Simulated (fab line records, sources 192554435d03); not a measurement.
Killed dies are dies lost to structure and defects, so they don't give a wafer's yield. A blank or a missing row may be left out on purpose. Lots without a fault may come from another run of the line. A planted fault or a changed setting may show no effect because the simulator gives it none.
fab line records | flow n5_finfet | part 2 of 2: steps 5 to 6 of 6
record lots=24 wafers=72 last_day=17
route steps=1938 shown BEOL_M2@911 BEOL_M3@944
lots that met no fault: from a run of the same line without faults
start_h: hours from the record's first day to the start of the lot's first wafer shown | wait_h: hours since the lot's step before | " the same as in the row above | L1.1+2: a row that stands for several wafers | - no value, or no start given | * or withheld: withheld | < > ~ a bound
route shown NAME@n: a module of which the file shows steps, and the number in the route of the first | usual: mean/standard deviation of fault-free wafers | same: alike in all rows | chamber/n: place in a boat | sites: the reading at each site | _std_site: their standard deviation | _edge_site: outer sites' mean less inner sites' | radius_mm: how far each site lies from the wafer's centre | mask NAME#n: copy n | behind: the tool/chamber that last shaped the wafer | hold: why the lot was held/for how many hours/how that ended | device: the transistor (n, p or np) that didn't switch | end of line: the same wafers' tests at the end of the route | a step without rows: its recipe alone | killed: dies lost to structure and defects at the first sort, not the wafer's yield | map: a wafer's dies, x killed, . not, _ none there
set.NAME: the setting as run; set.NAME@STEP: as run at that earlier step | model.NAME: the simulator's own value behind a step, which no gauge read
steps of the route over a sample of lots; a table a step, a row a wafer
services: from which hour (start_h, from the record's first day; less than 0 if before it) a tool's chamber was out of use, for how many hours, and why
## steps
# step N5_BEOL_M3_ETCHBACK_99
# recipe chemistry=CHF3 target=SiO2 target_depth_a=50 time_s=10.4 source_w=215 bias_w=47 Ar_flow_sccm=200 CHF3_flow_sccm=12 ion_energy_ev=100 pressure_mtorr=30
# usual drypump_motor_current_A=5.6/0.37 mfc_ar_sccm=200.0/0.62 oes_product_au=0.82/0.088 rf_vpp_V=241/5.3 showerhead_plenum_p_Torr=2.19/0.043 throttle_valve_pct=16.96/0.18
# same time_s=10.4
# columns lot.wafer tool chamber start_h wait_h drypump_motor_current_A mfc_ar_sccm oes_product_au rf_hours_counter_h rf_vpp_V showerhead_plenum_p_Torr throttle_valve_pct
L074.3 rie_diel-05 1 149.02 1.6 5.6 200.2 0.89 33 237 2.22 16.96
L074.4 " 3 " " 5.8 200.7 0.71 249 239 2.24 17.07
L074.5 " 2 " " 5.7 199.7 0.95 - 251 2.18 16.66
L075.1 rie_diel-01 1 154.31 0.2 5.7 199.7 0.87 51 246 2.26 16.93
L075.2 " 2 " " 5.8 199.6 0.91 31 242 2.12 17.18
L075.3 " 0 " " 5.6 200.2 0.69 232 235 2.12 17.22
L076.2 rie_diel-05 2 157.17 2.5 5.7 199.3 0.94 15 248 2.18 16.66
L076.3 " 1 " " 5.6 200.7 0.88 36 237 2.21 16.96
L076.6 " 0 " " 5.0 199.9 0.72 - 236 2.24 17.04
L077.1 rie_diel-05 2 157.69 0.1 5.7 199.8 0.94 15 251 2.18 16.65
L077.3 " 0 " " 5.0 199.3 0.72 205 237 2.24 17.04
L077.6 " 2 " " 5.6 200.2 0.94 - 250 2.18 16.66
L078.1 rie_diel-01 1 170.00 5.9 5.7 199.8 0.84 57 245 2.26 16.94
L078.5 " 2 " " 5.8 200.4 0.90 - 239 2.12 17.22
L078.6 " 1 " " 5.7 199.8 0.85 - 245 2.26 16.94
L079.3 rie_diel-01 0 171.01 1.5 5.6 200.9 0.68 238 238 2.12 17.23
L079.4 " 2 " " 5.8 200.5 0.90 37 241 2.12 17.21
L079.5 " 3 " " 6.1 200.0 0.97 - 234 2.14 16.76
L080.2 rie_diel-04 0 175.76 4.8 5.4 198.9 0.74 169 239 2.23 17.13
L080.4 " 3 " " 6.1 200.2 0.82 - 251 2.19 16.78
L080.6 " 3 " " 6.1 200.8 0.81 - 251 2.19 16.80
L081.2 rie_diel-01 1 192.67 3.9 5.7 198.7 0.84 64 244 2.26 16.95
L081.3 " 2 " " 5.8 200.7 0.88 44 241 2.12 17.21
L081.4 " 3 " " 6.2 200.8 0.93 7 232 2.14 16.75
L082.2 rie_diel-05 2 205.66 1.4 5.7 198.7 0.90 31 248 2.18 16.70
L082.3 " 3 " " 5.8 200.4 0.89 10 239 2.24 16.63
L082.6 " 0 " " 5.0 200.1 0.71 - 238 2.23 17.05
L083.1 rie_diel-04 1 209.47 0.4 5.0 199.9 0.75 174 245 2.20 16.74
L083.4 " 2 " " 6.0 200.2 0.97 - 236 2.19 17.00
L083.5 " 0 " " 5.4 200.7 0.74 - 238 2.23 17.12
L084.1 rie_diel-04 0 210.47 0.1 5.4 200.7 0.74 181 239 2.23 17.13
L084.3 " 2 " " 6.0 200.4 0.96 6 237 2.19 17.01
L084.6 " 1 " " 4.9 201.4 0.75 - 246 2.20 16.75
L085.2 rie_diel-05 0 210.68 0.3 5.0 200.3 0.71 223 237 2.23 17.07
L085.3 " 3 " " 5.8 200.5 0.87 12 238 2.24 16.64
L085.6 " 3 " " 5.8 200.8 0.88 - 238 2.24 16.64
L086.1 rie_diel-01 2 220.61 0.8 5.8 201.3 0.88 48 240 2.11 17.22
L086.3 " 0 " " 5.6 199.7 0.68 247 237 2.12 17.25
L086.4 " 1 " " 5.7 199.9 0.84 68 244 2.26 16.94
L088.1 rie_diel-01 1 220.97 1.1 5.7 199.7 0.83 68 245 2.26 16.97
L088.4 " 2 " " 5.8 199.8 0.87 48 241 2.11 17.23
L088.5 " 1 " " 5.7 200.4 0.83 - 245 2.26 16.96
L087.1 rie_diel-04 1 223.78 0.9 5.0 200.2 0.73 182 246 2.20 16.77
L087.2 " 3 " " 6.1 200.6 0.81 125 252 2.19 16.82
L087.3 " 2 " " 6.0 200.3 0.95 13 237 2.19 17.01
L089.2 rie_diel-05 1 241.23 2.6 5.6 200.8 0.83 63 237 2.20 17.01
L089.5 " 3 " " 5.8 200.4 0.86 - 238 2.23 16.64
L089.6 " 2 " " 5.7 199.2 0.88 - 250 2.17 16.71
L090.2 rie_diel-04 3 249.70 1.5 6.1 199.8 0.80 132 251 2.19 16.82
L090.3 " 0 " " 5.4 200.2 0.72 196 241 2.22 17.18
L090.5 " 2 " " 6.0 201.1 0.92 - 236 2.18 17.04
L091.1 rie_diel-04 3 253.64 3.6 6.1 200.0 0.80 133 250 2.19 16.82
L091.3 " 1 " " 4.9 199.9 0.73 190 245 2.20 16.78
L091.5 " 2 " " 6.0 200.2 0.92 - 237 2.18 17.04
L092.2 rie_diel-04 2 258.42 4.9 6.0 199.7 0.91 24 236 2.18 17.04
L092.4 " 3 " " 6.1 199.4 0.79 135 252 2.19 16.83
L092.5 " 1 " " 4.9 198.8 0.73 - 244 2.20 16.80
L093.3 rie_diel-01 0 265.63 0.1 5.6 198.9 0.93 4 235 2.11 16.79
L093.5 " 1 " " 5.7 200.4 0.81 - 245 2.25 16.99
L093.6 " 2 " " 5.8 199.4 0.84 - 242 2.11 17.27
L094.2 rie_diel-04 3 272.43 5.1 6.1 201.1 0.78 140 250 2.18 16.84
L094.4 " 2 " " 6.0 199.8 0.91 28 234 2.18 17.05
L094.6 " 1 " " 4.9 200.1 0.72 - 243 2.20 16.79
L095.1 rie_diel-04 2 275.50 0.5 6.0 200.1 0.91 30 236 2.18 17.04
L095.2 " 0 " " 5.4 199.2 0.72 204 238 2.22 17.18
L095.4 " 3 " " 6.1 200.0 0.79 142 249 2.18 16.84
L096.1 rie_diel-04 0 282.37 4.8 5.4 200.4 0.71 207 239 2.22 17.19
L096.5 " 2 " " 6.0 199.6 0.89 - 237 2.18 17.06
L096.6 " 3 " " 6.1 201.4 0.79 - 251 2.18 16.84
L097.2 rie_diel-05 3 282.63 4.8 5.8 199.6 0.85 31 238 2.23 16.65
L097.5 " 0 " " 5.0 199.4 0.70 - 238 2.22 17.11
L097.6 " 1 " " 5.6 199.5 0.83 - 236 2.20 17.01
# step N5_BEOL_M3_CD_MEAS_35
# recipe target_cd_nm=18 target_cd_y_nm=21 polarity=opening
# usual cd_nm=18.1/0.41
# columns lot.wafer tool chamber start_h wait_h cd_nm
L074.3 cd_sem-03 - 149.56 0.0 18.1
L074.4 " - " " 17.4
L074.5 " - " " 17.8
L075.1 cd_sem-03 - 154.87 0.0 18.0
L075.2 " - " " 19.0
L075.3 " - " " 18.1
L076.2 cd_sem-03 - 157.72 0.0 18.5
L076.3 " - " " 17.9
L076.6 " - " " 18.6
L077.1 cd_sem-02 - 158.24 0.0 17.7
L077.3 " - " " 17.9
L077.6 " - " " 18.1
L078.1 cd_sem-02 - 170.55 0.0 17.9
L078.5 " - " " 17.9
L078.6 " - " " 18.0
L079.3 cd_sem-02 - 171.56 0.0 17.6
L079.4 " - " " 18.0
L079.5 " - " " 17.8
L080.2 cd_sem-03 - 176.49 0.0 18.0
L080.4 " - " " 18.2
L080.6 " - " " 18.3
L081.2 cd_sem-02 - 193.23 0.0 17.8
L081.3 " - " " 17.4
L081.4 " - " " 18.3
L082.2 cd_sem-03 - 206.21 0.0 17.9
L082.3 " - " " 18.6
L082.6 " - " " 17.7
L083.1 cd_sem-03 - 210.01 0.0 18.4
L083.4 " - " " 18.3
L083.5 " - " " 18.2
L084.1 cd_sem-03 - 211.02 0.0 17.7
L084.3 " - " " 18.6
L084.6 " - " " 18.5
L085.2 cd_sem-01 - 211.22 0.0 17.8
L085.3 " - " " 18.7
L085.6 " - " " 18.3
L086.1 cd_sem-01 - 221.15 0.0 18.3
L086.3 " - " " 18.0
L086.4 " - " " 17.4
L088.1 cd_sem-02 - 221.52 0.0 17.4
L088.4 " - " " 18.1
L088.5 " - " " 17.7
L087.1 cd_sem-01 - 224.32 0.0 17.7
L087.2 " - " " 17.7
L087.3 " - " " 18.2
L089.2 cd_sem-02 - 241.79 0.0 18.1
L089.5 " - " " 19.0
L089.6 " - " " 17.7
L090.2 cd_sem-01 - 250.25 0.0 18.0
L090.3 " - " " 17.7
L090.5 " - " " 18.3
L091.1 cd_sem-01 - 254.20 0.0 17.9
L091.3 " - " " 18.5
L091.5 " - " " 18.0
L092.2 cd_sem-03 - 258.96 0.0 18.4
L092.4 " - " " 17.6
L092.5 " - " " 17.9
L093.3 cd_sem-01 - 266.17 0.0 17.7
L093.5 " - " " 17.5
L093.6 " - " " 18.8
L094.2 cd_sem-01 - 272.97 0.0 17.7
L094.4 " - " " 17.6
L094.6 " - " " 17.7
L095.1 cd_sem-02 - 276.04 0.0 18.0
L095.2 " - " " 18.3
L095.4 " - " " 17.8
L096.1 cd_sem-02 - 282.91 0.0 17.4
L096.5 " - " " 18.3
L096.6 " - " " 17.9
L097.2 cd_sem-03 - 283.18 0.0 18.2
L097.5 " - " " 17.7
L097.6 " - " " 18.4
## services
# columns tool chamber start_h hours kind
pvd_sputter-01 - 131.36 1.3 repair
rie_diel-04 0 135.51 2.6 repair
rie_diel-04 2 137.67 9.0 repair
rie_diel-01 3 146.17 - clean
rie_diel-01 3 146.17 - consumable_replace:focus_ring
rie_diel-01 3 146.17 16.4 scheduled_down
rie_diel-01 3 146.17 16.4 vent_cycle
rie_diel-05 3 154.00 3.5 repair
rie_diel-04 - 156.29 1.1 repair
rie_diel-05 3 157.53 - clean
rie_diel-05 3 157.53 - consumable_replace:focus_ring
rie_diel-05 3 157.53 14.8 scheduled_down
rie_diel-05 3 157.53 14.8 vent_cycle
rie_diel-04 2 166.11 - clean
rie_diel-04 2 166.11 - consumable_replace:focus_ring
rie_diel-04 2 166.11 30.5 scheduled_down
rie_diel-04 2 166.11 30.5 vent_cycle
rie_diel-04 1 173.36 6.0 repair
rie_diel-05 - 200.69 1.2 repair
rie_diel-04 3 204.29 12.3 repair
rie_diel-01 - 205.20 14.6 pm
rie_diel-05 0 231.27 1.3 repair
rie_diel-01 2 241.99 4.6 repair
rie_diel-01 2 279.08 5.3 repair
